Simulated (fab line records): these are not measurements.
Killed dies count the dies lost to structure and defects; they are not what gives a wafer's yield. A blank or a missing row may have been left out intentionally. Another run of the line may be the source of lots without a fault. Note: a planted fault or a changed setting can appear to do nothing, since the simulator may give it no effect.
fab line records ; flow n5_finfet
record lots=7; wafers=21
route steps=1938 shown BEOL_M3@934 BEOL_M5@1120 BEOL_M7@1267 BEOL_M8@1336
start_h: hours from the record's opening day to when the first of the lot's shown wafers began ; wait_h: hours elapsed since this lot's preceding step ; " unchanged from the row above ; L1.1+2: one row covering several wafers at once ; - value missing, or start not given ; * or withheld: withheld ; < > ~ a bound
route shown NAME@n: names a module that has steps shown in the file, with the first one's number in the route ; usual: mean/standard deviation taken from wafers without a fault ; same: alike in all rows ; chamber/n: place in a boat ; sites: the reading at each site ; _std_site: standard deviation of those values ; _edge_site: the outer-site mean with the inner-site mean subtracted ; radius_mm: how far each site lies from the wafer's centre ; mask NAME#n: copy n ; behind: the last tool/chamber to shape the wafer ; hold: why the lot was held/for how many hours/how that ended ; device: whichever transistor did not switch (one of n, p or np) ; end of line: the tests these same wafers got at the end of their route ; for a step that has no rows: nothing shown but its recipe ; killed: dies lost to structure and defects at the first sort, not the wafer's yield ; map: shows each die of a wafer: x if killed, . if not, _ if none is there
set.NAME: setting as actually run; set.NAME@STEP: the setting as run at that earlier step ; model.NAME: the simulator's own value behind a step, which no gauge read
lots with deliberately changed settings; one table per step, one row per wafer
## steps
# step N5_BEOL_M3_HM_DEP_02
# recipe material=TiN; target_thk_a=200; temp_c=25; chamber_pressure_pa=0.49996
lot.wafer;tool;chamber;start_h;wait_h;set.target_thk_a;model.TiN_of_BEOL_M3_HM_DEP_02.thk_nm
L076.4;pvd_sputter-01;-;154.81;0.6;200;19.8
L076.5+6;pvd_sputter-01;-;154.81;0.6;200;19.6
L074.3+4;pvd_sputter-01;-;154.91;0.5;200;19.8
L074.6;pvd_sputter-01;-;154.91;0.5;187.5;18.4
L079.3+6;pvd_sputter-02;-;170.15;0.1;200;19.6
L079.5;pvd_sputter-02;-;170.15;0.1;200;20
L085.1;pvd_sputter-02;-;222.76;0.7;223.4;22
L085.2;pvd_sputter-02;-;222.76;0.7;200;19.8
L085.6;pvd_sputter-02;-;222.76;0.7;200;19.6
L093.4;pvd_sputter-01;-;279.53;1.1;200;19.8
L093.5;pvd_sputter-01;-;279.53;1.1;190.3;19
L093.6;pvd_sputter-01;-;279.53;1.1;200;20
L095.1;pvd_sputter-01;-;280.69;0.5;220.4;21.8
L095.2;pvd_sputter-01;-;280.69;0.5;220.4;22
L095.3;pvd_sputter-01;-;280.69;0.5;200;20
L096.4;pvd_sputter-01;-;287.60;1.0;200;20.2
L096.5;pvd_sputter-01;-;287.60;1.0;200;19.8
L096.6;pvd_sputter-01;-;287.60;1.0;185.9;18.6
# step N5_BEOL_M3_COAT_61
# recipe resist=SOC; temp_c=250; time_s=60; spin_rpm=1500; resist_thk_nm=60
# step N5_BEOL_M3_COAT_62
# recipe resist=SiARC; temp_c=220; time_s=60; spin_rpm=1500; resist_thk_nm=12
# step N5_BEOL_M3_STRIP_75
# recipe chemistry=N2/H2; temp_c=40; n2_flow_sccm=200; h2_flow_sccm=200; rf_frequency_hz=6e+07
# step N5_BEOL_M3_STRIP_66
# recipe chemistry=CF4; resist=SiARC; power_w=300; bias_power_w=75; pressure_mtorr=50; cf4_flow_sccm=150; rf_frequency_hz=6e+07
# step N5_BEOL_M3_HM_OPEN_17
# recipe chemistry=Cl2/BCl3; target_depth_a=200; overetch_a=60; target=TiN; mask_material=SOC; ion_energy_ev=150; pressure_mtorr=10; icp_w=1000; bias_w=126; Cl2_flow_sccm=53.25; bcl3_flow_sccm=21.75; Ar_flow_sccm=25
lot.wafer;tool;chamber;start_h;wait_h;set.target_thk_a@BEOL_M3_HM_DEP_02;model.etch.depth_nm
L076.4;rie_metal-02;1;155.72;0.1;200;19.76
L076.5;rie_metal-02;1;155.72;0.1;200;19.51
L076.6;rie_metal-02;0;155.72;0.1;200;19.69
L074.3;rie_metal-03;1;155.76;0.1;200;19.87
L074.4;rie_metal-03;0;155.76;0.1;200;19.88
L074.6;rie_metal-03;1;155.76;0.1;187.5;18.48
L079.3;rie_metal-02;0;170.94;0.1;200;19.67
L079.5;rie_metal-02;1;170.94;0.1;200;20.02
L079.6;rie_metal-02;0;170.94;0.1;200;19.64
L085.1;rie_metal-02;1;223.65;0.0;223.4;21.96
L085.2;rie_metal-02;0;223.65;0.0;200;19.89
L085.6;rie_metal-02;0;223.65;0.0;200;19.66
L093.4;rie_metal-01;0;280.34;0.1;200;19.85
L093.5;rie_metal-01;1;280.34;0.1;190.3;19
L093.6;rie_metal-01;0;280.34;0.1;200;19.94
L095.1;rie_metal-03;1;282.00;0.0;220.4;21.82
L095.2;rie_metal-03;0;282.00;0.0;220.4;22.08
L095.3;rie_metal-03;0;282.00;0.0;200;19.99
L096.4;rie_metal-01;1;289.02;0.1;200;20.27
L096.5;rie_metal-01;0;289.02;0.1;200;19.74
L096.6;rie_metal-01;1;289.02;0.1;185.9;18.62
# step N5_BEOL_M3_STRIP_19
# recipe chemistry=O2; power_w=400; temp_c=40; pressure_mtorr=30; rf_frequency_hz=6e+07; bias_power_w=0; overash_fraction=0.2; o2_flow_sccm=225
# step N5_BEOL_M3_STRIP_83
# recipe chemistry=C4F6/O2; resist=SiARC; rf_frequency_hz=6e+07
# step N5_BEOL_M3_STRIP_36
# recipe chemistry=N2/H2; power_w=450; temp_c=40; pressure_mtorr=20; rf_frequency_hz=6e+07; overash_fraction=0.3; bias_power_w=7; h2_frac=0.5; n2_flow_sccm=200; h2_flow_sccm=200
# step N5_BEOL_M3_TRENCH_ETCH_37
# recipe chemistry=C4F6/O2; target_depth_a=555.55; target=SiOC; time_s=29.2; ion_energy_ev=250; pressure_mtorr=30; source_w=355; bias_w=185; Ar_flow_sccm=300; C4F6_flow_sccm=10; O2_flow_sccm=10
lot.wafer;tool;chamber;start_h;wait_h;set.target_thk_a@BEOL_M3_HM_DEP_02;model.TiN_of_BEOL_M3_HM_DEP_02.thk_nm
L076.4;rie_diel-04;0;-;-;200;17.6
L076.5;rie_diel-04;2;-;-;200;17.2
L076.6;rie_diel-04;3;-;-;200;17.4
L074.3+4;rie_diel-02;1,3;-;-;200;17.6
L074.6;rie_diel-02;3;-;-;187.5;16.2
L079.3+6;rie_diel-04;1,2;-;-;200;17.4
L079.5;rie_diel-04;3;-;-;200;17.8
L085.1;rie_diel-02;3;-;-;223.4;19.6
L085.2;rie_diel-02;0;-;-;200;17.6
L085.6;rie_diel-02;1;-;-;200;17.4
L093.4+6;rie_diel-06;1,0;-;-;200;17.6
L093.5;rie_diel-06;1;-;-;190.3;16.8
L095.1;rie_diel-02;1;-;-;220.4;19.6
L095.2;rie_diel-02;0;-;-;220.4;19.8
L095.3;rie_diel-02;3;-;-;200;17.6
L096.4;rie_diel-04;0;-;-;200;18
L096.5;rie_diel-04;0;-;-;200;17.4
L096.6;rie_diel-04;1;-;-;185.9;16.4
# step N5_BEOL_M5_COAT_05
# recipe resist=CAR-EUV; spin_rpm=1500; resist_thk_nm=30
lot.wafer;tool;chamber;start_h;wait_h;set.spin_rpm;model.CAR-EUV_of_BEOL_M5_COAT_05.thk_nm
L076.4;litho_track-01;0;-;-;1628;29
L076.5;litho_track-01;0;-;-;1500;30
L076.6;litho_track-01;0;-;-;1628;28.8
L074.3;litho_track-01;0;-;-;1593;29
L074.4+6;litho_track-01;0;-;-;1500;30
L079.3+5+6;litho_track-03;0;-;-;1500;30
L085.1+2;litho_track-02;0;-;-;1500;30
L085.6;litho_track-02;0;-;-;1358;31.6
L093.4+5+6;litho_track-03;0;-;-;1500;30
L095.1;litho_track-01;0;-;-;1594;29
L095.2+3;litho_track-01;0;-;-;1500;30
L096.4+5;litho_track-03;0;-;-;1500;30
L096.6;litho_track-03;0;-;-;1344;31.6
# step N5_BEOL_M5_EBR_07
# recipe solvent=PGMEA; ebr_width_mm=1.5
# step N5_BEOL_M5_SOFTBAKE_06
# recipe temp_c=110; time_s=60; resist=CAR-EUV
# step N5_BEOL_M5_DESCUM_16
# recipe chemistry=O2; time_s=7; source_power_w=50; bias_power_w=20; pressure_mtorr=20; rf_frequency_hz=2.712e+07; temp_c=40; resist=CAR-EUV; o2_flow_sccm=225
lot.wafer;tool;chamber;start_h;wait_h;set.spin_rpm@BEOL_M5_COAT_05;model.CAR-EUV_of_BEOL_M5_COAT_05.thk_nm
L076.4+6;rie_diel-04;0,2;178.54;0.2;1628;25
L076.5;rie_diel-04;1;178.54;0.2;1500;26.2
L074.3;rie_diel-06;1;179.06;0.0;1593;25
L074.4+6;rie_diel-06;3,1;179.06;0.0;1500;26
L079.3+5+6;rie_diel-06;2,1,2;196.57;0.0;1500;26
L085.1+2;rie_diel-02;0,2;240.01;0.0;1500;26
L085.6;rie_diel-02;1;240.01;0.0;1358;27.6
L093.4+5;rie_diel-02;0,2;299.35;0.0;1500;26
L093.6;rie_diel-02;1;299.35;0.0;1500;26.2
L095.1;rie_diel-02;3;305.74;0.0;1594;25
L095.2;rie_diel-02;2;305.74;0.0;1500;26
L095.3;rie_diel-02;0;305.74;0.0;1500;26.2
L096.4;rie_diel-04;1;324.81;0.0;1500;26.2
L096.5;rie_diel-04;2;324.81;0.0;1500;26
L096.6;rie_diel-04;3;324.81;0.0;1344;27.8
# step N5_BEOL_M5_ETCH_72
# recipe chemistry=N2/H2; target=underlayer; target_depth_a=65; mask_material=CAR-EUV; time_s=5.2; ion_energy_ev=200; pressure_mtorr=30; source_w=840; bias_w=150; n2_flow_sccm=200; h2_flow_sccm=200; ends=cleared
# usual etch_rf_on_time_s=5.22/0.087; rf_vpp_V=524.1/2.1
lot.wafer;tool;chamber;start_h;wait_h;set.bias_w;etch_rf_on_time_s;rf_vpp_V
L076.4;rie_diel-04;0;178.58;0.0;150;5.38;523.1
L076.5;rie_diel-04;1;178.58;0.0;150;5.36;521.4
L076.6;rie_diel-04;2;178.58;0.0;150;5.18;526.1
L074.3;rie_diel-06;1;179.09;0.0;150;5.18;523.0
L074.4;rie_diel-06;3;179.09;0.0;150;5.17;520.0
L074.6;rie_diel-06;1;179.09;0.0;150;5.16;523.4
L079.3;rie_diel-06;2;196.60;0.0;150;5.29;521.5
L079.5;rie_diel-06;1;196.60;0.0;150;5.17;523.8
L079.6;rie_diel-06;2;196.60;0.0;150;5.28;520.6
L085.1;rie_diel-02;0;240.04;0.0;131.7;5.60;482.8
L085.2;rie_diel-02;2;240.04;0.0;150;5.25;524.8
L085.6;rie_diel-02;1;240.04;0.0;131.7;5.74;483.2
L093.4;rie_diel-02;0;299.39;0.0;150;5.15;525.4
L093.5;rie_diel-02;2;299.39;0.0;150;5.17;522.8
L093.6;rie_diel-02;1;299.39;0.0;150;5.21;526.1
L095.1;rie_diel-02;3;305.77;0.0;166.6;4.81;558.8
L095.2;rie_diel-02;2;305.77;0.0;150;5.26;526.4
L095.3;rie_diel-02;0;305.77;0.0;150;5.09;525.0
L096.4;rie_diel-04;1;324.84;0.0;176.9;5.00;576.3
L096.5;rie_diel-04;2;324.84;0.0;150;5.30;526.1
L096.6;rie_diel-04;3;324.84;0.0;176.9;4.94;581.8
# step N5_BEOL_M7_HM_DEP_02
# recipe material=TiN; target_thk_a=200; temp_c=25; chamber_pressure_pa=0.49996
lot.wafer;tool;chamber;start_h;wait_h;set.target_thk_a;model.TiN_of_BEOL_M7_HM_DEP_02.thk_nm
L074.3;pvd_sputter-01;-;195.99;1.0;200;20
L074.4+6;pvd_sputter-01;-;195.99;1.0;200;19.8
L076.4;pvd_sputter-02;-;198.20;1.5;200;19.6
L076.5;pvd_sputter-02;-;198.20;1.5;200;19.4
L076.6;pvd_sputter-02;-;198.20;1.5;185.1;18
L079.3;pvd_sputter-03;-;215.45;1.3;200;19.8
L079.5;pvd_sputter-03;-;215.45;1.3;200;20.4
L079.6;pvd_sputter-03;-;215.45;1.3;200;20
L085.1;pvd_sputter-01;-;255.71;0.5;207;21
L085.2;pvd_sputter-01;-;255.71;0.5;200;20.2
L085.6;pvd_sputter-01;-;255.71;0.5;200;20.4
L093.4;pvd_sputter-03;-;318.33;2.1;200;20.2
L093.5+6;pvd_sputter-03;-;318.33;2.1;200;20
L095.1+3;pvd_sputter-01;-;326.64;0.1;200;20.4
L095.2;pvd_sputter-01;-;326.64;0.1;200;20
L096.4;pvd_sputter-03;-;345.25;1.7;192.5;20
L096.5;pvd_sputter-03;-;345.25;1.7;200;20.6
L096.6;pvd_sputter-03;-;345.25;1.7;200;20.4
# step N5_BEOL_M7_COAT_05
# recipe resist=CAR-ArF; spin_rpm=1500; resist_thk_nm=90
lot.wafer;tool;chamber;start_h;wait_h;set.spin_rpm;model.CAR-ArF_of_BEOL_M7_COAT_05.thk_nm
L074.3;litho_track-02;0;-;-;1500;90.2
L074.4;litho_track-02;0;-;-;1620;86.6
L074.6;litho_track-02;0;-;-;1500;90
L076.4;litho_track-01;0;-;-;1500;90.2
L076.5+6;litho_track-01;0;-;-;1500;90
L079.3+5;litho_track-02;0;-;-;1500;90.4
L079.6;litho_track-02;0;-;-;1500;90.2
L085.1+6;litho_track-05;0;-;-;1364;94.2
L085.2;litho_track-05;0;-;-;1500;89.8
L093.4;litho_track-05;0;-;-;1385;93.4
L093.5+6;litho_track-05;0;-;-;1385;93.6
L095.1;litho_track-01;0;-;-;1663;85.4
L095.2;litho_track-01;0;-;-;1663;85.2
L095.3;litho_track-01;0;-;-;1500;89.8
L096.4;litho_track-01;0;-;-;1500;90.4
L096.5;litho_track-01;0;-;-;1658;85.6
L096.6;litho_track-01;0;-;-;1500;89.8
# step N5_BEOL_M7_EBR_07
# recipe solvent=PGMEA; ebr_width_mm=1.5
# step N5_BEOL_M7_SOFTBAKE_06
# recipe temp_c=110; time_s=60; resist=CAR-ArF
# step N5_BEOL_M7_DESCUM_16
# recipe chemistry=O2; time_s=7.9; source_power_w=50; bias_power_w=20; pressure_mtorr=20; rf_frequency_hz=2.712e+07; temp_c=40; resist=CAR-ArF; o2_flow_sccm=225
lot.wafer;tool;chamber;start_h;wait_h;set.spin_rpm@BEOL_M7_COAT_05;model.CAR-ArF_of_BEOL_M7_COAT_05.thk_nm
L074.3+6;rie_diel-02;2;196.64;0.1;1500;83.4
L074.4;rie_diel-02;3;196.64;0.1;1620;80
L076.4;rie_diel-06;2;198.97;0.2;1500;83.8
L076.5;rie_diel-06;0;198.97;0.2;1500;83.4
L076.6;rie_diel-06;3;198.97;0.2;1500;83.6
L079.3;rie_diel-06;1;216.07;0.1;1500;84
L079.5+6;rie_diel-06;3,2;216.07;0.1;1500;83.8
L085.1+6;rie_diel-06;3,2;257.17;1.0;1364;87.6
L085.2;rie_diel-06;2;257.17;1.0;1500;83.2
L093.4+6;rie_diel-04;1,2;319.02;0.3;1385;87
L093.5;rie_diel-04;3;319.02;0.3;1385;87.2
L095.1;rie_diel-04;3;327.53;0.3;1663;79
L095.2;rie_diel-04;1;327.53;0.3;1663;78.6
L095.3;rie_diel-04;2;327.53;0.3;1500;83.2
L096.4;rie_diel-04;3;345.93;0.1;1500;84
L096.5;rie_diel-04;2;345.93;0.1;1658;79.2
L096.6;rie_diel-04;1;345.93;0.1;1500;83.4
# step N5_BEOL_M7_ETCH_61
# recipe chemistry=CF4; target=SiARC; target_depth_a=455; mask_material=CAR-ArF; time_s=75.8; ion_energy_ev=80; pressure_mtorr=40; source_w=545; bias_w=36; Ar_flow_sccm=100; cf4_flow_sccm=100; ends=cleared
# step N5_BEOL_M7_ETCH_62
# recipe chemistry=N2/H2; target=SOC; target_depth_a=1100; overetch_a=220; mask_material=SiARC; temp_c=40; time_s=165; ion_energy_ev=200; pressure_mtorr=30; source_w=840; bias_w=150; n2_flow_sccm=200; h2_flow_sccm=200
# step N5_BEOL_M7_STRIP_68
# recipe chemistry=N2/H2; temp_c=40; n2_flow_sccm=200; h2_flow_sccm=200; rf_frequency_hz=6e+07
# step N5_BEOL_M7_STRIP_67
# recipe chemistry=CF4; resist=SiARC; power_w=300; bias_power_w=75; pressure_mtorr=50; cf4_flow_sccm=150; rf_frequency_hz=6e+07
# step N5_BEOL_M7_HM_OPEN_17
# recipe chemistry=Cl2/BCl3; target_depth_a=200; overetch_a=60; target=TiN; mask_material=SOC; ion_energy_ev=150; pressure_mtorr=10; icp_w=1000; bias_w=126; Cl2_flow_sccm=53.25; bcl3_flow_sccm=21.75; Ar_flow_sccm=25
lot.wafer;tool;chamber;start_h;wait_h;set.target_thk_a@BEOL_M7_HM_DEP_02;model.etch.depth_nm
L074.3;rie_metal-01;0;196.96;0.1;200;19.98
L074.4;rie_metal-01;1;196.96;0.1;200;19.84
L074.6;rie_metal-01;1;196.96;0.1;200;19.78
L076.4;rie_metal-01;0;199.29;0.1;200;19.54
L076.5;rie_metal-01;1;199.29;0.1;200;19.44
L076.6;rie_metal-01;0;199.29;0.1;185.1;17.96
L079.3;rie_metal-02;0;216.37;0.1;200;19.81
L079.5;rie_metal-02;0;216.37;0.1;200;20.34
L079.6;rie_metal-02;1;216.37;0.1;200;19.94
L085.1;rie_metal-01;0;257.45;0.0;207;21.01
L085.2;rie_metal-01;1;257.45;0.0;200;20.14
L085.6;rie_metal-01;1;257.45;0.0;200;20.47
L093.4;rie_metal-02;1;319.32;0.1;200;20.19
L093.5;rie_metal-02;0;319.32;0.1;200;20.05
L093.6;rie_metal-02;1;319.32;0.1;200;20.09
L095.1;rie_metal-02;1;327.81;0.0;200;20.42
L095.2;rie_metal-02;0;327.81;0.0;200;20.07
L095.3;rie_metal-02;0;327.81;0.0;200;20.37
L096.4;rie_metal-02;1;346.24;0.1;192.5;19.9
L096.5;rie_metal-02;0;346.24;0.1;200;20.52
L096.6;rie_metal-02;1;346.24;0.1;200;20.4
# step N5_BEOL_M8_HM_DEP_02
# recipe material=TiN; target_thk_a=200; temp_c=25; chamber_pressure_pa=0.49996
lot.wafer;tool;chamber;start_h;wait_h;set.target_thk_a;model.TiN_of_BEOL_M8_HM_DEP_02.thk_nm
L074.3;pvd_sputter-03;-;204.38;0.5;220.3;22.2
L074.4;pvd_sputter-03;-;204.38;0.5;220.3;22.4
L074.6;pvd_sputter-03;-;204.38;0.5;200;20.4
L076.4;pvd_sputter-02;-;208.10;1.3;200;20
L076.5;pvd_sputter-02;-;208.10;1.3;200;19.8
L076.6;pvd_sputter-02;-;208.10;1.3;200;20.2
L079.3;pvd_sputter-01;-;221.97;1.4;200;20
L079.5;pvd_sputter-01;-;221.97;1.4;200;20.2
L079.6;pvd_sputter-01;-;221.97;1.4;200;20.4
L085.1+6;pvd_sputter-03;-;264.75;1.9;200;20
L085.2;pvd_sputter-03;-;264.75;1.9;211.3;21.2
L093.4+6;pvd_sputter-02;-;326.09;0.7;200;20
L093.5;pvd_sputter-02;-;326.09;0.7;200;19.8
L095.1;pvd_sputter-03;-;333.64;0.7;200;20
L095.2+3;pvd_sputter-03;-;333.64;0.7;181.1;18
L096.4+6;pvd_sputter-03;-;353.33;0.7;184.9;18.6
L096.5;pvd_sputter-03;-;353.33;0.7;200;20
## key
split step=N5_BEOL_M3_HM_DEP_02; setting=target_thk_a; stated=200; by=wafer
response step=N5_BEOL_M3_HM_DEP_02; reading=model.TiN_of_BEOL_M3_HM_DEP_02.thk_nm; change=+0.196; per=1%; r=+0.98
response step=N5_BEOL_M3_HM_OPEN_17; reading=model.etch.depth_nm; change=+0.194; per=1%; r=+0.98
response step=N5_BEOL_M3_TRENCH_ETCH_37; reading=model.TiN_of_BEOL_M3_HM_DEP_02.thk_nm; change=+0.192; per=1%; r=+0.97
split step=N5_BEOL_M5_COAT_05; setting=spin_rpm; stated=1500; by=wafer
response step=N5_BEOL_M5_COAT_05; reading=model.CAR-EUV_of_BEOL_M5_COAT_05.thk_nm; change=-0.154; per=1%; r=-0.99
response step=N5_BEOL_M5_DESCUM_16; reading=model.CAR-EUV_of_BEOL_M5_COAT_05.thk_nm; change=-0.161; per=1%; r=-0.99
split step=N5_BEOL_M5_ETCH_72; setting=bias_w; stated=150; by=wafer
response step=N5_BEOL_M5_ETCH_72; reading=etch_rf_on_time_s; change=*; per=1%; r=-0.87
response step=N5_BEOL_M5_ETCH_72; reading=rf_vpp_V; change=+3.08; per=1%; r=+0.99
split step=N5_BEOL_M7_HM_DEP_02; setting=target_thk_a; stated=200; by=wafer
response step=N5_BEOL_M7_HM_DEP_02; reading=model.TiN_of_BEOL_M7_HM_DEP_02.thk_nm; change=+0.189; per=1%; r=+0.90
response step=N5_BEOL_M7_HM_OPEN_17; reading=model.etch.depth_nm; change=+0.196; per=1%; r=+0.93
split step=N5_BEOL_M7_COAT_05; setting=spin_rpm; stated=1500; by=wafer
response step=N5_BEOL_M7_COAT_05; reading=model.CAR-ArF_of_BEOL_M7_COAT_05.thk_nm; change=-0.438; per=1%; r=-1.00
response step=N5_BEOL_M7_DESCUM_16; reading=model.CAR-ArF_of_BEOL_M7_COAT_05.thk_nm; change=-0.433; per=1%; r=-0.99
split step=N5_BEOL_M8_HM_DEP_02; setting=target_thk_a; stated=200; by=wafer
response step=N5_BEOL_M8_HM_DEP_02; reading=model.TiN_of_BEOL_M8_HM_DEP_02.thk_nm; change=+0.197; per=1%; r=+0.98
